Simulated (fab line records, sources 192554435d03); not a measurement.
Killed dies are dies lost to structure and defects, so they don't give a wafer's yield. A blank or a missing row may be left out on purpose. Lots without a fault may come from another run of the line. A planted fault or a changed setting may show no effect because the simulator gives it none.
Which tool did it? | flow n5_finfet | 24 lots, 72 wafers sampled, at 6 steps of a route of 1938

WHAT THE GAUGES READ, wafer by wafer
N5_BEOL_M7_RS_MEAS_57: measures by four-point-probe.
lot  | measured     | on            | M7_RS (ohm/sq)
L074 | day 8 20:37  | film_metro-01 | 0.292 0.288 0.283
L075 | day 9 07:38  | film_metro-01 | 0.299 0.278 0.294
L076 | day 9 16:08  | film_metro-02 | 0.284 0.278 0.287
L077 | day 9 17:22  | film_metro-01 | 0.308 0.292 0.295
L078 | day 9 19:50  | film_metro-02 | 0.293 0.303 0.292
L079 | day 10 01:04 | film_metro-01 | 0.271 0.299 0.277
L080 | day 10 02:59 | film_metro-01 | 0.289 0.301 0.305
L081 | day 11 02:42 | film_metro-01 | 0.300 0.293 0.299
L082 | day 11 09:17 | film_metro-01 | 0.275 0.287 0.275
L084 | day 11 15:02 | film_metro-01 | 0.279 0.279 0.278
L085 | day 11 15:45 | film_metro-02 | 0.295 0.301 0.297
L083 | day 11 19:54 | film_metro-02 | 0.283 0.304 0.305
L088 | day 12 10:19 | film_metro-01 | 0.280 0.273 0.288
L086 | day 12 10:35 | film_metro-02 | 0.281 0.283 0.279
L087 | day 12 12:54 | film_metro-02 | 0.284 0.304 0.290
L089 | day 12 21:31 | film_metro-01 | 0.295 0.306 0.295
L090 | day 13 07:13 | film_metro-01 | 0.302 0.272 0.275
L091 | day 13 13:26 | film_metro-01 | 0.282 0.278 0.286
L092 | day 13 17:07 | film_metro-02 | 0.284 0.302 0.302
L094 | day 14 02:59 | film_metro-01 | 0.287 0.278 0.284
L093 | day 14 03:04 | film_metro-01 | 0.311 0.309 0.294
L095 | day 14 08:45 | film_metro-02 | 0.271 0.279 0.282
L097 | day 14 16:32 | film_metro-02 | 0.276 0.291 0.285
L096 | day 14 16:52 | film_metro-02 | 0.298 0.302 0.297

N5_BEOL_M8_RS_MEAS_57: measures by four-point-probe.
lot  | measured     | on            | M8_RS (ohm/sq)
L074 | day 9 04:57  | film_metro-01 | 0.267 0.299 0.281
L075 | day 9 14:32  | film_metro-02 | 0.288 0.296 0.309
L076 | day 9 22:18  | film_metro-01 | 0.305 0.276 0.281
L077 | day 9 23:16  | film_metro-02 | 0.295 0.307 0.310
L078 | day 10 02:26 | film_metro-02 | 0.288 0.290 0.271
L079 | day 10 06:59 | film_metro-01 | 0.290 0.284 0.275
L080 | day 10 12:37 | film_metro-01 | 0.304 0.306 0.299
L081 | day 11 09:26 | film_metro-01 | 0.278 0.303 0.286
L082 | day 11 18:00 | film_metro-02 | 0.283 0.300 0.292
L084 | day 11 23:32 | film_metro-02 | 0.283 0.303 0.303
L085 | day 12 00:28 | film_metro-02 | 0.316 0.280 0.276
L083 | day 12 02:56 | film_metro-01 | 0.276 0.277 0.297
L088 | day 12 21:06 | film_metro-02 | 0.292 0.297 0.310
L086 | day 12 19:43 | film_metro-01 | 0.276 0.307 0.269
L087 | day 12 22:11 | film_metro-02 | 0.296 0.320 0.293
L089 | day 13 06:28 | film_metro-02 | 0.283 0.284 0.311
L090 | day 13 16:59 | film_metro-01 | 0.273 0.304 0.306
L091 | day 13 21:19 | film_metro-02 | 0.287 0.296 0.284
L092 | day 14 01:15 | film_metro-02 | 0.293 0.305 0.286
L094 | day 14 09:20 | film_metro-01 | 0.282 0.277 0.283
L093 | day 14 11:41 | film_metro-01 | 0.274 0.300 0.293
L095 | day 14 15:58 | film_metro-02 | 0.274 0.283 0.287
L097 | day 15 00:50 | film_metro-02 | 0.280 0.271 0.292
L096 | day 15 00:59 | film_metro-02 | 0.299 0.291 0.299

N5_BEOL_M8_INSPECT_58: inspects for defects (darkfield).
lot  | measured     | on                | raw_defect_count
L074 | day 9 04:58  | defect_inspect-01 | 70 79 68
L075 | day 9 14:34  | defect_inspect-02 | 50 60 75
L076 | day 9 22:19  | defect_inspect-01 | 64 93 93
L077 | day 9 23:17  | defect_inspect-01 | 71 79 92
L078 | day 10 02:28 | defect_inspect-02 | 39 39 52
L079 | day 10 07:01 | defect_inspect-01 | 50 61 69
L080 | day 10 12:38 | defect_inspect-01 | 37 69 58
L081 | day 11 09:28 | defect_inspect-02 | 68 80 58
L082 | day 11 18:02 | defect_inspect-02 | 122 110 88
L084 | day 11 23:34 | defect_inspect-02 | 85 51 73
L085 | day 12 00:29 | defect_inspect-02 | 38 56 92
L083 | day 12 02:58 | defect_inspect-02 | 61 100 115
L088 | day 12 21:08 | defect_inspect-01 | 97 110 90
L086 | day 12 19:44 | defect_inspect-02 | 47 81 50
L087 | day 12 22:13 | defect_inspect-01 | 72 64 59
L089 | day 13 06:30 | defect_inspect-01 | 82 47 50
L090 | day 13 17:01 | defect_inspect-01 | 44 56 105
L091 | day 13 21:20 | defect_inspect-01 | 124 75 142
L092 | day 14 01:16 | defect_inspect-02 | 80 72 101
L094 | day 14 09:22 | defect_inspect-02 | 75 88 70
L093 | day 14 11:43 | defect_inspect-02 | 56 59 84
L095 | day 14 15:59 | defect_inspect-02 | 103 111 91
L097 | day 15 00:52 | defect_inspect-01 | 57 83 51
L096 | day 15 01:01 | defect_inspect-01 | 36 68 62

WHICH TOOL RAN EACH LOT (tool, then ch and the chambers of the sampled wafers, then the start)
lot  | N5_BEOL_M8_ETCH_66                 | N5_BEOL_M8_STRIP_36                | N5_BEOL_M8_CMP_52
L074 | rie_diel-03 ch 0,2,3, day 9 00:50  | rie_diel-03 ch 0,2,3, day 9 00:59  | cmp-01 ch 1,3, day 9 04:31
L075 | rie_diel-02 ch 0,1,2, day 9 10:58  | rie_diel-02 ch 0,1,2, day 9 11:07  | cmp-03 ch 1,2,3, day 9 13:59
L076 | rie_diel-02 ch 0,3, day 9 18:58    | rie_diel-02 ch 0,3, day 9 19:07    | cmp-04 ch 0,1,3, day 9 21:55
L077 | rie_diel-03 ch 2,3, day 9 20:09    | rie_diel-03 ch 2,3, day 9 20:18    | cmp-03 ch 0,1,3, day 9 22:50
L078 | rie_diel-02 ch 1,2,3, day 9 23:44  | rie_diel-02 ch 1,2,3, day 9 23:53  | cmp-04 ch 2,3, day 10 02:03
L079 | rie_diel-02 ch 1,2,3, day 10 04:34 | rie_diel-02 ch 1,2,3, day 10 04:43 | cmp-04 ch 1,2,3, day 10 06:32
L080 | rie_diel-03 ch 2,3, day 10 08:11   | rie_diel-03 ch 2,3, day 10 08:20   | cmp-04 ch 1,2, day 10 12:14
L081 | rie_diel-03 ch 0,1,3, day 11 06:47 | rie_diel-03 ch 0,1,3, day 11 06:56 | cmp-01 ch 0,1,2, day 11 09:01
L082 | rie_diel-03 ch 0,3, day 11 13:24   | rie_diel-03 ch 0,3, day 11 13:34   | cmp-03 ch 0,1,2, day 11 17:39
L084 | rie_diel-03 ch 0,1,3, day 11 19:14 | rie_diel-03 ch 0,1,3, day 11 19:23 | cmp-03 ch 1,2,3, day 11 23:09
L085 | rie_diel-02 ch 0,1,3, day 11 21:41 | rie_diel-02 ch 0,1,3, day 11 21:50 | cmp-04 ch 0,1,3, day 12 00:03
L083 | rie_diel-06 ch 0,2,3, day 12 00:02 | rie_diel-06 ch 0,2,3, day 12 00:11 | cmp-01 ch 0,3, day 12 02:29
L088 | rie_diel-03 ch 0,3, day 12 15:28   | rie_diel-03 ch 0,3, day 12 15:37   | cmp-04 ch 1,2,3, day 12 20:38
L086 | rie_diel-02 ch 0,1, day 12 15:04   | rie_diel-02 ch 0,1, day 12 15:13   | cmp-01 ch 0,2,3, day 12 19:19
L087 | rie_diel-02 ch 0,1,3, day 12 18:04 | rie_diel-02 ch 0,1,3, day 12 18:13 | cmp-03 ch 0,2,3, day 12 21:46
L089 | rie_diel-06 ch 0,1,2, day 13 02:32 | rie_diel-06 ch 0,1,2, day 13 02:41 | cmp-03 ch 1,2,3, day 13 06:10
L090 | rie_diel-06 ch 0,1, day 13 13:53   | rie_diel-06 ch 0,1, day 13 14:02   | cmp-01 ch 1,3, day 13 16:33
L091 | rie_diel-02 ch 1,3, day 13 18:40   | rie_diel-02 ch 1,3, day 13 18:49   | cmp-03 ch 0,2,3, day 13 20:55
L092 | rie_diel-02 ch 1,2, day 13 21:04   | rie_diel-02 ch 1,2, day 13 21:13   | cmp-03 ch 1,2, day 14 00:52
L094 | rie_diel-02 ch 1,3, day 14 06:18   | rie_diel-02 ch 1,3, day 14 06:27   | cmp-01 ch 0,2,3, day 14 08:59
L093 | rie_diel-03 ch 0,3, day 14 07:24   | rie_diel-03 ch 0,3, day 14 07:33   | cmp-03 ch 1,2,3, day 14 11:20
L095 | rie_diel-03 ch 0,1,3, day 14 12:35 | rie_diel-03 ch 0,1,3, day 14 12:44 | cmp-01 ch 0,2,3, day 14 15:32
L097 | rie_diel-06 ch 2,3, day 14 21:19   | rie_diel-06 ch 2,3, day 14 21:28   | cmp-01 ch 1,2, day 15 00:26
L096 | rie_diel-03 ch 1,2, day 14 21:22   | rie_diel-03 ch 1,2, day 14 21:31   | cmp-04 ch 1,2, day 15 00:34
- N5_BEOL_M8_ETCH_66: etches SOC in N2/H2, target depth 80 nm, overetch 16 nm, time 120 s.
- N5_BEOL_M8_STRIP_36: strips in N2/H2.
- N5_BEOL_M8_CMP_52: polishes, stops on SiCOH lowk, t overpolish 6.9 s, target thk 80 nm.

WHAT THE TOOLS THEMSELVES READ (means of the sampled wafers that have a number; where no wafer has one, the mark that the record gives instead)
N5_BEOL_M8_ETCH_66.
lot  | tool        | drypump_motor_current_A (A) | n2_flow_sccm (sccm) | oes_product_au (a.u.) | rf_vpp_V (V) | showerhead_plenum_p_Torr (Torr) | throttle_valve_pct (%)
L074 | rie_diel-03 | 5.56                        | 199.8               | 0.59                  | 524.8        | 2.57                            | 17.7
L075 | rie_diel-02 | 5.54                        | 199.9               | 0.56                  | 521.4        | 2.47                            | 18.3
L076 | rie_diel-02 | 5.73                        | 200.1               | 0.64                  | 521.4        | 2.49                            | 18.1
L077 | rie_diel-03 | 5.86                        | 200.4               | 0.59                  | 524.2        | 2.53                            | 17.7
L078 | rie_diel-02 | 5.56                        | 199.6               | 0.59                  | 522.1        | 2.49                            | 18.2
L079 | rie_diel-02 | 5.55                        | 200.1               | 0.60                  | 522.4        | 2.49                            | 18.1
L080 | rie_diel-03 | 5.77                        | 199.5               | 0.63                  | 524.7        | 2.55                            | 17.6
L081 | rie_diel-03 | 5.39                        | 200.3               | 0.63                  | 524.1        | 2.51                            | 17.5
L082 | rie_diel-03 | 5.36                        | 200.1               | 0.65                  | 524.5        | 2.58                            | 17.5
L084 | rie_diel-03 | 5.41                        | 199.7               | 0.62                  | 523.0        | 2.51                            | 17.5
L085 | rie_diel-02 | 5.57                        | 200.2               | 0.59                  | 521.0        | 2.46                            | 18.2
L083 | rie_diel-06 | 5.83                        | 200.9               | 0.60                  | 522.7        | 2.48                            | 17.8
L088 | rie_diel-03 | 5.61                        | 199.2               | 0.59                  | 523.8        | 2.54                            | 17.6
L086 | rie_diel-02 | 5.39                        | 199.8               | 0.54                  | 521.2        | 2.44                            | 18.3
L087 | rie_diel-02 | 5.56                        | 200.4               | 0.58                  | 521.3        | 2.46                            | 18.2
L089 | rie_diel-06 | 5.68                        | 200.3               | 0.63                  | 523.4        | 2.54                            | 17.7
L090 | rie_diel-06 | 5.83                        | 200.7               | 0.63                  | 522.7        | 2.49                            | 17.6
L091 | rie_diel-02 | 5.56                        | 199.9               | 0.62                  | 521.4        | 2.48                            | 18.1
L092 | rie_diel-02 | 5.51                        | 199.6               | 0.66                  | 521.9        | 2.47                            | 17.9
L094 | rie_diel-02 | 5.39                        | 200.3               | 0.58                  | 521.1        | 2.45                            | 18.3
L093 | rie_diel-03 | 5.37                        | 199.3               | 0.63                  | 524.8        | 2.57                            | 17.5
L095 | rie_diel-03 | 5.40                        | 199.6               | 0.60                  | 523.7        | 2.50                            | 17.6
L097 | rie_diel-06 | 5.80                        | 200.0               | 0.68                  | 527.3        | 2.66                            | 17.7
L096 | rie_diel-03 | 5.55                        | 199.8               | 0.61                  | 523.7        | 2.49                            | 17.5

N5_BEOL_M8_STRIP_36.
lot  | tool        | drypump_motor_current_A (A) | n2_flow_sccm (sccm) | oes_product_au (a.u.) | rf_vpp_V (V) | showerhead_plenum_p_Torr (Torr) | throttle_valve_pct (%)
L074 | rie_diel-03 | 5.59                        | 200.0               | 0.77                  | 58.1         | 2.56                            | 23.4
L075 | rie_diel-02 | 5.55                        | 199.7               | 0.70                  | 58.8         | 2.46                            | 24.3
L076 | rie_diel-02 | 5.75                        | 199.4               | 0.85                  | 59.6         | 2.49                            | 24.2
L077 | rie_diel-03 | 5.84                        | 200.2               | 0.78                  | 58.7         | 2.53                            | 23.5
L078 | rie_diel-02 | 5.55                        | 200.4               | 0.78                  | 59.1         | 2.48                            | 24.2
L079 | rie_diel-02 | 5.58                        | 200.4               | 0.78                  | 59.0         | 2.48                            | 24.2
L080 | rie_diel-03 | 5.77                        | 199.9               | 0.82                  | 59.0         | 2.54                            | 23.4
L081 | rie_diel-03 | 5.41                        | 200.0               | 0.81                  | 57.8         | 2.51                            | 23.3
L082 | rie_diel-03 | 5.37                        | 199.8               | 0.87                  | 60.0         | 2.58                            | 23.3
L084 | rie_diel-03 | 5.43                        | 199.4               | 0.80                  | 58.3         | 2.51                            | 23.3
L085 | rie_diel-02 | 5.56                        | 199.6               | 0.77                  | 59.3         | 2.46                            | 24.3
L083 | rie_diel-06 | 5.84                        | 199.8               | 0.78                  | 60.7         | 2.48                            | 23.7
L088 | rie_diel-03 | 5.64                        | 199.1               | 0.78                  | 58.9         | 2.54                            | 23.4
L086 | rie_diel-02 | 5.37                        | 199.8               | 0.71                  | 58.8         | 2.43                            | 24.3
L087 | rie_diel-02 | 5.58                        | 200.1               | 0.75                  | 59.0         | 2.45                            | 24.3
L089 | rie_diel-06 | 5.68                        | 200.2               | 0.82                  | 59.8         | 2.53                            | 23.7
L090 | rie_diel-06 | 5.82                        | 200.1               | 0.81                  | 58.7         | 2.49                            | 23.3
L091 | rie_diel-02 | 5.57                        | 200.3               | 0.81                  | 57.3         | 2.48                            | 24.2
L092 | rie_diel-02 | 5.52                        | 200.1               | 0.86                  | 57.8         | 2.47                            | 23.9
L094 | rie_diel-02 | 5.37                        | 200.4               | 0.75                  | 57.9         | 2.45                            | 24.2
L093 | rie_diel-03 | 5.37                        | 200.6               | 0.83                  | 60.0         | 2.57                            | 23.3
L095 | rie_diel-03 | 5.41                        | 200.0               | 0.77                  | 59.2         | 2.50                            | 23.3
L097 | rie_diel-06 | 5.81                        | 200.0               | 0.89                  | 59.0         | 2.65                            | 23.6
L096 | rie_diel-03 | 5.54                        | 200.4               | 0.81                  | 59.4         | 2.49                            | 23.3

N5_BEOL_M8_CMP_52.
lot  | tool   | barrier_field_endpoint_s (s) | motor_current_A (A) | overpolish_run_s (s) | time_to_endpoint_s (s)
L074 | cmp-01 | 30.9                         | 6.7                 | 6.900                | 68
L075 | cmp-03 | 27.1                         | 6.3                 | 6.901                | 55
L076 | cmp-04 | 28.9                         | 6.0                 | 6.898                | 63
L077 | cmp-03 | 27.3                         | 5.8                 | 6.896                | 59
L078 | cmp-04 | 28.8                         | 6.1                 | 6.906                | 63
L079 | cmp-04 | 29.0                         | 5.8                 | 6.898                | 61
L080 | cmp-04 | 29.4                         | 5.5                 | 6.898                | 64
L081 | cmp-01 | 28.3                         | 6.4                 | 6.907                | 63
L082 | cmp-03 | 27.1                         | 5.6                 | 6.899                | 54
L084 | cmp-03 | 27.4                         | 6.0                 | 6.897                | 56
L085 | cmp-04 | 28.6                         | 5.7                 | 6.898                | 64
L083 | cmp-01 | 29.3                         | 6.3                 | 6.892                | 66
L088 | cmp-04 | 28.8                         | 5.9                 | 6.898                | 65
L086 | cmp-01 | 29.1                         | 6.2                 | 6.898                | 69
L087 | cmp-03 | 27.8                         | 6.2                 | 6.900                | 62
L089 | cmp-03 | 28.3                         | 6.2                 | 6.904                | 58
L090 | cmp-01 | 29.2                         | 6.5                 | 6.898                | 66
L091 | cmp-03 | 27.7                         | 6.3                 | 6.896                | 60
L092 | cmp-03 | 27.4                         | 5.3                 | 6.894                | 52
L094 | cmp-01 | 29.2                         | 6.6                 | 6.896                | 67
L093 | cmp-03 | 27.9                         | 6.0                 | 6.896                | 59
L095 | cmp-01 | 29.2                         | 6.6                 | 6.897                | 66
L097 | cmp-01 | 29.1                         | 6.8                 | 6.895                | 63
L096 | cmp-04 | 29.2                         | 5.6                 | 6.901                | 62

THE ANSWER, worked out from the rows above alone
Rule: what is usual is taken from the lots themselves. Put in order of their means at a reading, lots are off if they are a third of the lots or fewer, leave a main group of 4 or more, and stand apart from it by a gap of 3 or more times the standard deviation of the main group's means; of several such gaps the widest counts. A main group whose means are all the same, to the digits that the tables above print for the reading, isn't used. A lot without any number at a reading at which 4 lots or more have one is off too. The other lots that the step has rows for count as sound. The gauges are gone through in route order, then the tools' own readings, and for those a lot's mean is taken as printed above. The first step at which some lot is off is used, and at that step the reading that is off furthest; a lot without a number counts as furthest.
No lot is off at any reading shown: from this, nothing can be told.

WHAT THE SIMULATOR HAD PUT IN
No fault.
